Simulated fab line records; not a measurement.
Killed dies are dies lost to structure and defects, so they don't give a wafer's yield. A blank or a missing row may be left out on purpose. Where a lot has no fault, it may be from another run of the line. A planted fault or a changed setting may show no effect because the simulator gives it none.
Comparing a struck lot with a sound one	flow nand-harc	13 steps out of a route of 1302
Sound: wafers L860.3, L860.4, L860.6. The struck wafers were L873.1, L873.3, L873.4. Last of all comes the cause.
For every step that has rows: the tool of each side, followed by ch and its chambers, followed by its first start. Under that, the readings that differ: sound wafers	struck wafers	difference of the means	sigmas: that difference in standard deviations of wafers without a fault.
alike: readings whose means differ by less than 2 such deviations, and words and numbers that are the same on both sides. not compared: withheld readings, readings that some wafer has no value for, bounds like >300 that may hide the same value, and numbers for which the record gives no deviation and whose values overlap.
A row with sigmas, a row that says differs or no value, or rows on one side alone: a step with any of these is where the two part. When numbers do not overlap yet have no deviation, they are printed without sigmas and do not part them. A reading that every wafer of one side lacks parts them only if that side has two wafers or more.

NHARC_A_BLC_CVD_24: deposits W, target thk 150 nm, time 434 s.
  sound: cvd-w-02 ch 0,1; struck: cvd-w-01 ch 0,1
  alike: heater-power-w, throttle-valve-pct
NHARC_A_BLC_CMP_25: polishes, t overpolish 30 s, target thk 150 nm.
  sound on cmp-02 ch 0,1,2, day 22 13:39; struck on cmp-04 ch 0,2,3, day 28 01:11
  alike: motor-current-A, overpolish-run-s, time-to-endpoint-s
  not compared: pad-life-wafers
after that, 1 step had no rows for these wafers: NHARC_A_BLC_SRD_27.
NHARC_A_BLC_INSPECT_28:
  sound on defect-inspect-01, day 22 14:00; struck on defect-inspect-02, day 28 01:35
  alike: raw-defect-count
then, 7 steps without rows for these wafers: NHARC_A_M0_DEP_00 (deposits SiOC, target thk 150 nm); NHARC_A_M0_DEHYDRATE_01 (time 120 s); NHARC_A_M0_HMDS_02 (time 30 s); NHARC_A_M0_COAT_33 (time 65 s); NHARC_A_M0_COAT_03 (resist thk 90 nm); NHARC_A_M0_SOFTBAKE_04 (time 55 s); NHARC_A_M0_EBR_05.
NHARC_A_M0_EXPOSE_06: exposes mask A M0, target cd 80 nm.
  sound on arfi-scanner-02 ch 0, day 22 14:46; struck on arfi-scanner-02, day 28 02:20
  no value came back on the struck wafers for exposure-dose-mJ-cm2, focus-offset-nm (nm), reticle-temp-C (C); on the sound wafers exposure-dose-mJ-cm2 reads 83.21 83.13 83.29
  alike: mask
then, 1 step without rows for these wafers: NHARC_A_M0_PEB_07 (peb time 65 s).

## WHERE THEY PART
At NHARC_A_M0_EXPOSE_06 and nowhere else, as far as this record goes.

WHY: the cause the simulator had injected
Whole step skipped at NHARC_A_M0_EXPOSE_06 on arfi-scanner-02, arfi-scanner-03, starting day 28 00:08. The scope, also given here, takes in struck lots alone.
